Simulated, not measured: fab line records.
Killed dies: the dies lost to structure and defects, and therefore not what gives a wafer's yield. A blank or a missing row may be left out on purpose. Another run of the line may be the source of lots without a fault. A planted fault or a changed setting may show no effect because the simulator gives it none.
fab line records	flow n5_finfet
[record] lots = 12	wafers = 36	last_day = 18
route steps=1938 shown BEOL_M6@1251 TV_LITHO@1883 PASSIVATION@1925
lots untouched by any fault: they come from a run of this same line in which no faults occurred
start_h: start of the lot's first displayed wafer, in hours after the record's first day	wait_h: how many hours have passed since the lot's step before this one	" as in the row above	L1.1+2: several wafers, shown together as one row	- no value, or no start was given	* or withheld: withheld	< > ~ a bound
route shown NAME@n: a module of which the file shows steps, and the number in the route of the first	usual: mean and standard deviation over wafers with no fault	same: alike in all rows	chamber/n: place in a boat	sites: per-site readings	_std_site: the standard deviation of these	_edge_site: mean of outer sites minus mean of inner sites	radius_mm: for every site, how far away it sits from the centre of the wafer	mask NAME#n: copy n	behind: the tool/chamber that last shaped the wafer	hold: why the lot was held/for how many hours/how that ended	device: the transistor (n, p or np) that didn't switch	end of line: tests run on the same wafers once the route is complete	a step without rows: its recipe alone	killed: the dies lost at the first sort to structure and to defects; this is not the yield of the wafer	map: dies across one wafer; x = killed, . = not, _ = none there
set.NAME: the setting the step ran with; set.NAME@STEP: the setting that earlier step ran with	model.NAME: the simulator's own value behind a step, which no gauge read
route steps across a sampled set of lots; one table per step, one row per wafer
services: when a tool's chamber went out of use (start_h, in hours from the record's first day, below 0 if earlier), for how many hours, and the reason
[[steps]]
[step N5_BEOL_M6_ALD_77]
[recipe] material = TaN	target_thk_a = 20	temp_c = 275	ald_precursor_family = PDMAT	ald_co_reactant = NH3	pressure_torr = 3	carrier_flow_sccm = 1500	pulse_time_s = 2	purge_time_s = 3	co_reactant_purge_time_s = 2	co_reactant_pulse_time_s = 3	ald_cycles = 40	precursor_vessel_temp_c = 75	precursor_vessel_pressure_torr = 26.25	precursor_vessel_carrier_sccm = 1000
[usual] heater_power_w = 437/94
[same] co_reactant_purge_time_s = 2
lot.wafer	tool	chamber	start_h	wait_h	heater_power_w
L736.2	ald_metal-02	2	216.09	0.0	615
L736.3	"	3	"	"	324
L736.5	"	1	"	"	399
L737.2	ald_metal-03	3	219.18	0.1	394
L737.4	"	2	"	"	491
L737.6	"	3	"	"	401
L739.2	ald_metal-03	0	225.74	0.0	443
L739.4	"	1	"	"	500
L739.6	"	2	"	"	500
L740.2	ald_metal-02	0	241.21	0.1	374
L740.3	"	2	"	"	617
L740.5	"	2	"	"	642
L742.3	ald_metal-01	0	250.25	0.0	427
L742.5	"	0	"	"	434
L742.6	"	3	"	"	342
L743.2	ald_metal-02	3	253.82	0.2	315
L743.3	"	1	"	"	401
L743.5	"	2	"	"	630
L744.1	ald_metal-02	1	263.72	0.0	404
L744.3	"	3	"	"	314
L744.4	"	2	"	"	612
L748.1	ald_metal-01	2	279.28	0.0	434
L748.3	"	3	"	"	354
L748.4	"	0	"	"	436
L747.1	ald_metal-03	1	290.24	0.0	498
L747.4	"	3	"	"	408
L747.5	"	0	"	"	448
L750.2	ald_metal-03	3	296.92	0.1	402
L750.3	"	1	"	"	521
L750.5	"	3	"	"	406
L752.1	ald_metal-03	1	312.08	0.1	519
L752.3	"	2	"	"	500
L752.6	"	3	"	"	402
L757.2	ald_metal-01	3	338.09	0.2	340
L757.5	"	1	"	"	364
L757.6	"	0	"	"	438
[step N5_PASSIVATION_CD_MEAS_10]
[recipe] target_cd_nm = 3000	landing_energy_ev = 500	detector = se_inlens
[usual] cd_nm = 2999.2/1.6
lot.wafer	tool	chamber	start_h	wait_h	cd_nm
L736.2	cd_sem-02	0	291.57	-	2997.4
L736.3	"	0	"	"	3000.6
L736.5	"	0	"	"	3001.8
L737.2	cd_sem-01	0	301.24	-	3000.6
L737.4	"	0	"	"	3000.6
L737.6	"	0	"	"	3000.0
L739.2	cd_sem-01	0	306.04	-	2999.8
L739.4	"	0	"	"	2998.7
L739.6	"	0	"	"	2997.9
L740.2	cd_sem-03	0	322.60	-	2998.5
L740.3	"	0	"	"	2999.2
L740.5	"	0	"	"	2998.4
L742.3	cd_sem-03	0	332.67	-	2997.5
L742.5	"	0	"	"	3000.2
L742.6	"	0	"	"	2998.4
L743.2	cd_sem-01	0	344.00	-	2998.1
L743.3	"	0	"	"	2999.5
L743.5	"	0	"	"	2997.8
L744.1	cd_sem-01	0	350.50	-	2999.8
L744.3	"	0	"	"	2999.1
L744.4	"	0	"	"	3001.4
L748.1	cd_sem-03	0	356.60	-	2999.5
L748.3	"	0	"	"	2998.5
L748.4	"	0	"	"	2998.0
L747.1	cd_sem-02	0	372.70	-	2994.8
L747.4	"	0	"	"	2997.3
L747.5	"	0	"	"	2996.4
L750.2	cd_sem-02	0	385.07	-	2999.7
L750.3	"	0	"	"	3002.6
L750.5	"	0	"	"	3000.4
L752.1	cd_sem-02	0	386.93	-	2997.5
L752.3	"	0	"	"	2998.6
L752.6	"	0	"	"	2995.3
L757.2	cd_sem-01	0	416.89	-	2998.5
L757.5	"	0	"	"	3001.0
L757.6	"	0	"	"	2998.3
[step N5_PASSIVATION_CD_MEAS_44]
[recipe] target_cd_nm = 40000	landing_energy_ev = 500	detector = se_inlens
[usual] cd_nm = 40000/3.2
lot.wafer	tool	chamber	start_h	wait_h	cd_nm
L736.2	cd_sem-03	0	295.66	-	39994
L736.3	"	0	"	"	39997
L736.5	"	0	"	"	39997
L737.2	cd_sem-03	0	305.32	-	40000
L737.4	"	0	"	"	39994
L737.6	"	0	"	"	40001
L739.2	cd_sem-01	0	309.69	-	39996
L739.4	"	0	"	"	39996
L739.6	"	0	"	"	40000
L740.2	cd_sem-03	0	327.17	-	39996
L740.3	"	0	"	"	40000
L740.5	"	0	"	"	39996
L742.3	cd_sem-02	0	338.53	-	39992
L742.5	"	0	"	"	39993
L742.6	"	0	"	"	39999
L743.2	cd_sem-03	0	348.59	-	40003
L743.3	"	0	"	"	40003
L743.5	"	0	"	"	40001
L744.1	cd_sem-03	0	354.22	-	40003
L744.3	"	0	"	"	40000
L744.4	"	0	"	"	40004
L748.1	cd_sem-01	0	360.27	-	40001
L748.3	"	0	"	"	39999
L748.4	"	0	"	"	39999
L747.1	cd_sem-01	0	378.72	-	39999
L747.4	"	0	"	"	40002
L747.5	"	0	"	"	39998
L750.2	cd_sem-02	0	389.33	-	40001
L750.3	"	0	"	"	39996
L750.5	"	0	"	"	40000
L752.1	cd_sem-03	0	390.58	-	40000
L752.3	"	0	"	"	40001
L752.6	"	0	"	"	40001
L757.2	cd_sem-03	0	420.67	-	39996
L757.5	"	0	"	"	39999
L757.6	"	0	"	"	39999
[step N5_PASSIVATION_OVL_MEAS_66]
[recipe] points_per_wafer = 44
[usual] PASS_OPEN_OVL = 5/5.5
[same] points_per_wafer = 44
lot.wafer	tool	chamber	start_h	wait_h	PASS_OPEN_OVL[nm]
L736.2	overlay-01	0	295.69	0.0	6
L736.3	"	0	"	"	-2
L736.5	"	0	"	"	6
L737.2	overlay-02	0	305.35	0.0	11
L737.4	"	0	"	"	-1
L737.6	"	0	"	"	3
L739.2	overlay-01	0	309.72	0.0	4
L739.4	"	0	"	"	5
L739.6	"	0	"	"	6
L740.2	overlay-01	0	327.20	0.0	11
L740.3	"	0	"	"	8
L740.5	"	0	"	"	6
L742.3	overlay-01	0	338.56	0.0	-5
L742.5	"	0	"	"	4
L742.6	"	0	"	"	-2
L743.2	overlay-02	0	348.62	0.0	-2
L743.3	"	0	"	"	2
L743.5	"	0	"	"	2
L744.1	overlay-02	0	354.25	0.0	9
L744.3	"	0	"	"	5
L744.4	"	0	"	"	10
L748.1	overlay-02	0	360.30	0.0	14
L748.3	"	0	"	"	10
L748.4	"	0	"	"	16
L747.1	overlay-01	0	378.75	0.0	14
L747.4	"	0	"	"	13
L747.5	"	0	"	"	12
L750.2	overlay-02	0	389.36	0.0	3
L750.3	"	0	"	"	3
L750.5	"	0	"	"	10
L752.1	overlay-02	0	390.61	0.0	12
L752.3	"	0	"	"	18
L752.6	"	0	"	"	10
L757.2	overlay-01	0	420.70	0.0	9
L757.5	"	0	"	"	8
L757.6	"	0	"	"	8
[step N5_PASSIVATION_PROBE_49]
[usual] defect_limited_yield = 91.5/1.3	killed_at_M0_to_M3 = 33/10	killed_at_M4_up = 13/4	killed_at_contacts = 12/6.3	killed_at_front_end = 39/11	killed_at_other = 3.4/2.6	killed_dies = 100/15	killed_open = 65/11	killed_short = 34/7.8	sort_bin_5_function = 5.0/0.89	sort_bin_6_memory = 3.2/0.58	sort_n_pass = 1080/15	sort_yield_pct = 91.5/1.3
[same] gross_dies = 1180	killed_at_back_side = 0	sort_bin_4_leakage[%] = 0	sort_bin_8_speed[%] = 0
lot.wafer	tool	chamber	start_h	wait_h	defect_limited_yield[%]	killed_at_M0_to_M3	killed_at_M4_up	killed_at_contacts	killed_at_front_end	killed_at_other	killed_dies	killed_open	killed_short	sort_bin_5_function[%]	sort_bin_6_memory[%]	sort_n_pass	sort_yield_pct[%]
L748.3	prober-01	-	363.54	0.1	90.9	58	11	13	22	3	107	72	33	4.7	3.9	1073	90.9
L747.1	prober-02	-	382.04	0.0	91.7	27	11	21	33	6	98	68	30	4.7	3.1	1082	91.7
L747.4	prober-02	-	382.19	0.2	91.4	46	11	10	34	1	102	64	37	5.6	2.8	1078	91.4
L747.5	prober-02	-	382.24	0.2	90.2	50	12	11	36	7	116	80	35	5.8	3.6	1064	90.2
L752.1	prober-02	-	394.38	0.0	91.9	38	7	7	42	2	96	52	43	5.0	2.6	1084	91.9
L752.3	prober-02	-	394.48	0.1	81.9	31	143	1	36	3	214	42	40	10.8	4.0	966	81.9
L752.6	prober-02	-	394.63	0.3	92.3	39	8	4	38	2	91	52	34	4.2	2.6	1089	92.3
L757.2	prober-02	-	423.86	0.1	90.9	27	11	16	45	8	107	68	38	4.7	4.2	1073	90.9
L757.5	prober-02	-	424.01	0.2	92.5	23	12	16	24	13	88	68	19	4.1	3.3	1092	92.5
L757.6	prober-02	-	424.06	0.3	93.6	29	10	9	22	5	75	48	27	2.9	3.2	1105	93.6
// killed by level:class
L748.3 BEOL_M2:geometric_particle:open=13 MOL_CONTACT_COAG:geometric_particle:open=10 BEOL_M1:geometric_particle:open=10 BEOL_M0_SAQP:geometric_particle:open=8 BEOL_M3:geometric_particle:open=7 BEOL_M0_SAQP:geometric_particle:short=7 BEOL_M0:geometric_particle:open=6 FIN_SAQP:geometric_particle:short=4
L747.1 MOL_CONTACT_COAG:geometric_particle:open=15 BEOL_M3:geometric_particle:open=10 BEOL_M4:geometric_particle:open=6 MOL_CONTACT_COAG:geometric_particle:short=6 BEOL_M0_SAQP:geometric_particle:short=6 FIN_SAQP:geometric_particle:open=5 STI_FIN_REVEAL:geometric_particle:open=4 DUMMY_GATE:geometric_particle:open=4
L747.4 STI_FIN_REVEAL:geometric_particle:open=12 BEOL_M1:geometric_particle:open=11 MOL_CONTACT_COAG:geometric_particle:open=9 BEOL_M0_SAQP:geometric_particle:short=7 FIN_SAQP:geometric_particle:short=6 BEOL_M1:geometric_particle:short=6 BEOL_M0:geometric_particle:open=5 BEOL_M3:geometric_particle:open=5
L747.5 BEOL_M0_SAQP:geometric_particle:open=13 BEOL_M0_SAQP:geometric_particle:short=12 BEOL_M1:geometric_particle:open=11 FIN_SAQP:geometric_particle:open=10 MOL_CONTACT_COAG:geometric_particle:open=10 FIN_SAQP:geometric_particle:short=8 BEOL_M2:geometric_particle:open=5 BEOL_M4:geometric_particle:open=4
L752.1 BEOL_M0_SAQP:geometric_particle:short=11 FIN_SAQP:geometric_particle:open=10 BEOL_M0_SAQP:geometric_particle:open=10 FIN_SAQP:geometric_particle:short=9 GATE_CUT:geometric_particle:short=6 MOL_CONTACT_COAG:geometric_particle:open=6 BEOL_M3:geometric_particle:open=4 STI_FIN_REVEAL:geometric_particle:open=3
L752.3 BEOL_M6:unspecified=128 FIN_SAQP:geometric_particle:short=11 BEOL_M0_SAQP:geometric_particle:short=10 STI_FIN_REVEAL:geometric_particle:open=7 BEOL_M0_SAQP:geometric_particle:open=7 BEOL_M2:geometric_particle:open=6 BEOL_M4:geometric_particle:open=5 FIN_SAQP:geometric_particle:open=3
L752.6 BEOL_M0_SAQP:geometric_particle:short=12 BEOL_M0_SAQP:geometric_particle:open=11 FIN_SAQP:geometric_particle:short=8 FIN_SAQP:geometric_particle:open=6 BEOL_M3:geometric_particle:open=6 BEOL_M2:geometric_particle:open=5 STI_FIN_REVEAL:geometric_particle:open=4 GATE_CUT:geometric_particle:open=3
L757.2 MOL_CONTACT_COAG:geometric_particle:open=15 FIN_SAQP:geometric_particle:short=13 FIN_SAQP:geometric_particle:open=13 BEOL_M0_SAQP:geometric_particle:open=7 BEOL_M0_SAQP:geometric_particle:short=5 BEOL_M1:geometric_particle:open=5 BEOL_M5:geometric_particle:open=5 GATE_CUT:geometric_particle:short=4
L757.5 MOL_CONTACT_COAG:geometric_particle:open=13 FIN_SAQP:geometric_particle:open=10 BEOL_M1:geometric_particle:open=9 BEOL_M5:geometric_particle:open=5 DUMMY_GATE:geometric_particle:open=4 BEOL_M0_SAQP:geometric_particle:short=4 MIM_BOT:geometric_particle:open=4 PAD_METAL:geometric_particle:open=4
L757.6 MOL_CONTACT_COAG:geometric_particle:open=7 BEOL_M0_SAQP:geometric_particle:short=5 BEOL_M1:geometric_particle:open=5 BEOL_M5:geometric_particle:open=5 BEOL_M0_SAQP:geometric_particle:open=4 FIN_SAQP:geometric_particle:open=3 FIN_SAQP:geometric_particle:short=3 STI_FIN_REVEAL:geometric_particle:open=3
[[services]]
tool	chamber	start_h	hours	kind
ald_metal-03	-	337.25	14.0	pm
ald_metal-03	0	337.25	14.0	vent_cycle
ald_metal-03	1	337.25	14.0	vent_cycle
ald_metal-03	2	337.25	14.0	vent_cycle
ald_metal-03	3	337.25	14.0	vent_cycle
[[key]]
[first_sign] step = N5_PASSIVATION_PROBE_49	reading = killed_at_M4_up	direction = up	sigmas = 32	usual = 13	struck = 143
[effect] step = N5_PASSIVATION_PROBE_49	reading = defect_limited_yield	direction = down	sigmas = 7.5	usual = 91.5	struck = 81.9
[more_kills_born_at] N5_BEOL_M6_ALD_77@ald_metal-03 = 128
met_at N5_BEOL_M6_ALD_77
struck_lots L752
struck_wafers L752.3
not_acting_at N5_PASSIVATION_CD_MEAS_10,N5_PASSIVATION_CD_MEAS_44,N5_PASSIVATION_OVL_MEAS_66
onset_between 225.74 312.08
[fault] kind = chamber_particle_source	tool = ald_metal-03	chamber = 2	onset_h = 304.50	steps = N5_BEOL_M6_ALD_77	rate_per_visit_cm2 = 1.1307	end_h = 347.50
